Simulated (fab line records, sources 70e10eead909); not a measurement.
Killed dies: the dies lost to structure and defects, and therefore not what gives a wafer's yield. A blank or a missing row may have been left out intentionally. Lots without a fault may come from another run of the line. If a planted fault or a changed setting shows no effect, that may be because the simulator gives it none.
Struck lot and sound lot, side by side	flow nand harc	14 out of 1302 route steps
Sound: the wafers L580.2, L580.3, L580.4. The struck wafers were L584.1, L584.3, L584.5. The cause comes at the end.
For every step that has rows: the tool of each side, followed by ch and its chambers, followed by its first start. Under that, the readings that differ: sound wafers	struck wafers	difference of the means	sigmas: that difference in standard deviations of wafers without a fault.
alike: same words and numbers on both sides, and readings whose means sit less than 2 such deviations apart. not compared: any withheld reading, any reading some wafer has no value for, any bound like >300 that may hide the same value, and any number with overlapping values for which the record gives no deviation.
Wherever a step has rows on one side only, a row that says differs or no value, or a row with sigmas, the two part there. Numbers that don't overlap but have no deviation are shown without sigmas and don't part them. Lack of a reading on every wafer of one side parts them only where that side has two or more wafers.

first, 1 step without rows for these wafers: NHARC_A_STAIRCASE_HARDBAKE_218 (time 140 s).
NHARC_A_STAIRCASE_DESCUM_219: chemistry O2, time 3 s.
  sound on rie diel-11 ch 0,2,3, day 17 23:02; struck on rie diel-02 ch 0,1, day 19 17:45
  alike: drypump motor current A, oes product au, rf vpp V, showerhead plenum p Torr, throttle valve pct
  not compared: rf hours counter h
then, 4 steps without rows for these wafers: NHARC_A_STAIRCASE_TRIM_220 (chemistry O2, time 211.2 s); NHARC_A_STAIRCASE_ETCH_221 (etches the open film in C4F8/O2, target depth 100 nm, time 40.5 s); NHARC_A_STAIRCASE_TRIM_222 (chemistry O2, time 211.2 s); NHARC_A_STAIRCASE_ETCH_223 (etches the open film in C4F8/O2, target depth 100 nm, time 40.5 s).
NHARC_A_STAIRCASE_TRIM_224: chemistry O2, time 211.2 s.
  sound: rie diel-11 ch 0,1,2; struck: rie diel-02 ch 0,1,2
  alike: drypump motor current A, oes product au, rf vpp V, showerhead plenum p Torr, throttle valve pct
  not compared: rf hours counter h
then, 1 step without rows for these wafers: NHARC_A_STAIRCASE_ETCH_225 (etches the open film in C4F8/O2, target depth 100 nm, time 40.5 s).
NHARC_A_STAIRCASE_TRIM_226: chemistry O2, time 211.2 s.
  sound: rie diel-11 ch 0,1,2; struck: rie diel-02 ch 1,2,3
  alike: drypump motor current A, oes product au, rf vpp V, showerhead plenum p Torr, throttle valve pct
  not compared: rf hours counter h
NHARC_A_STAIRCASE_ETCH_227: etches the open film in C4F8/O2, target depth 100 nm, time 40.5 s.
  sound: rie diel-11 ch 1,2,3; struck: rie diel-02 ch 0,1,3
  alike: bias w, chamber pressure mTorr, oes product au, rf fwd power W, rf vpp V
  not compared: rf hours counter h
NHARC_A_STAIRCASE_TRIM_229: chemistry O2, time 211.2 s.
  sound on rie diel-11 ch 1,2,3, day 18 00:10; struck on rie diel-11 ch 0,1, day 19 18:52
reading	sound	struck	difference	sigmas
rf vpp V (V)	57.7 56.3 56.9	59.7 58.8 58.2	+1.9	+2
  alike: drypump motor current A, oes product au, showerhead plenum p Torr, throttle valve pct
  not compared: rf hours counter h
NHARC_A_STAIRCASE_ETCH_230: etches the open film in C4F8/O2, target depth 100 nm, time 40.5 s.
  sound on rie diel-11 ch 0,2,3, day 18 00:20; struck on rie diel-11 ch 0,2,3, day 19 19:04
  no value came back on the struck wafers for any of 6 readings (bias w (W), chamber pressure mTorr (mTorr) and others); on the sound wafers bias w (W) reads 997 1007 1005
then, 1 step without rows for these wafers: NHARC_A_STAIRCASE_TRIM_231 (chemistry O2, time 211.2 s).
-- the record jumps here: 8 days lie between the struck wafers' starts before and after (it left off in module A_STAIRCASE and takes up again in module END, whose first step shown is number 1302 of the route) --
NHARC_END_SORT_01:
  sound on prober-01 ch 0, day 25 17:34; struck on prober-01 ch 0, day 28 00:50
reading	sound	struck	difference	sigmas
hold	- - -	await dispo/11.1h/scrap await dispo/11.1h/scrap await dispo/11.1h/scrap	no value on the sound wafers	
killed at array	69 80 93	671 672 670	+590	+49
killed dies	74 87 95	677 677 677	+592	+49
  alike: killed at other, killed at periphery, killed open, killed short

WHERE THEY PART
Last at NHARC_END_SORT_01 as far as this record goes, first at NHARC_A_STAIRCASE_TRIM_229.

WHY: what had been put in by the simulator
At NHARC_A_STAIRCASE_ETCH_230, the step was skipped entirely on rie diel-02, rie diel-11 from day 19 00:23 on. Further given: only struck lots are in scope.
